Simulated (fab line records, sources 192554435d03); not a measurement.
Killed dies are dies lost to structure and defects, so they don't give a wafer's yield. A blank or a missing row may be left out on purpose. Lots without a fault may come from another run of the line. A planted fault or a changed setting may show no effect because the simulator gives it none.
Chamber matching | flow n5_finfet | N5_FIN_SAQP_ETCH_34 on rie_diel-01: 3 sister chambers
The step etches SiO2 in C4F6/O2, target depth 45 nm, time 15 s. 20 wafers are shown with their chamber, then 7 later ones without.

WAFERS WITH THEIR CHAMBER
wafer  | chamber | rf_vpp_V (V) | throttle_valve_pct (%) | oes_ar_750_au (a.u.)
L081.2 | 1       | 675          | 21.42                  | 0.76
L081.4 | 2       | 674          | 21.42                  | 0.70
L081.5 | 1       | 674          | 21.41                  | 0.76
L083.2 | 2       | 673          | 21.42                  | 0.70
L083.5 | 1       | 674          | 21.41                  | 0.76
L083.6 | 3       | 651          | 21.08                  | 0.88
L085.2 | 3       | 651          | 21.09                  | 0.87
L085.4 | 2       | 674          | 21.43                  | 0.69
L085.6 | 3       | 651          | 21.07                  | 0.87
L087.1 | 3       | 652          | 21.11                  | 0.87
L087.4 | 1       | 675          | 21.44                  | 0.75
L087.6 | 1       | 675          | 21.42                  | 0.74
L088.2 | 3       | 651          | 21.11                  | 0.86
L088.3 | 2       | 672          | 21.44                  | 0.69
L088.4 | 1       | 672          | 21.43                  | 0.75
L090.2 | 3       | 650          | 21.10                  | 0.86
L090.3 | 1       | 674          | 21.44                  | 0.74
L090.4 | 2       | 673          | 21.43                  | 0.69
L091.3 | 1       | 674          | 21.44                  | 0.74
L091.4 | 2       | 674          | 21.43                  | 0.69

SIGNATURES (means of the wafers above)
reading            | chamber 1 | chamber 2 | chamber 3 | scatter within a chamber
rf_vpp_V           | 674.12    | 673.33    | 651.00    | 0.847
throttle_valve_pct | 21.4262   | 21.4283   | 21.0933   | 0.0128
oes_ar_750_au      | 0.7500    | 0.6933    | 0.8683    | 0.00773
Rule: a wafer's distance from a chamber is the root of the sum, over the readings, of the square of ((its reading less the chamber's mean) divided by the reading's scatter). The wafer belongs to the nearest chamber; if the next one is less than 2 further off, it can't be placed. The scatter: the root of (the sum of the squares of (reading less its chamber's mean) over the shown wafers, divided by (wafers less chambers)).

WAFERS WITHOUT THEIR CHAMBER
wafer  | rf_vpp_V (V) | throttle_valve_pct (%) | oes_ar_750_au (a.u.)
L091.5 | 673          | 21.44                  | 0.74
L092.2 | 674          | 21.44                  | 0.74
L092.4 | 652          | 21.13                  | 0.85
L093.1 | 649          | 21.12                  | 0.85
L093.3 | 674          | 21.45                  | 0.73
L096.1 | 675          | 21.46                  | 0.73
L096.4 | 673          | 21.12                  | 0.94

WHICH CHAMBER EACH WENT THROUGH
wafer  | from the rows above     | in truth
L091.5 | 1                       | 1
L092.2 | 1                       | 1
L092.4 | 3                       | 3
L093.1 | 3                       | 3
L093.3 | can't be placed: 1 or 2 | 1
L096.1 | can't be placed: 1 or 2 | 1
L096.4 | 3                       | 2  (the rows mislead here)
Placed correctly: 4 of 7. Can't be placed from these rows: 2 (the true chamber is among the candidates in 2). Placed wrongly: 1.
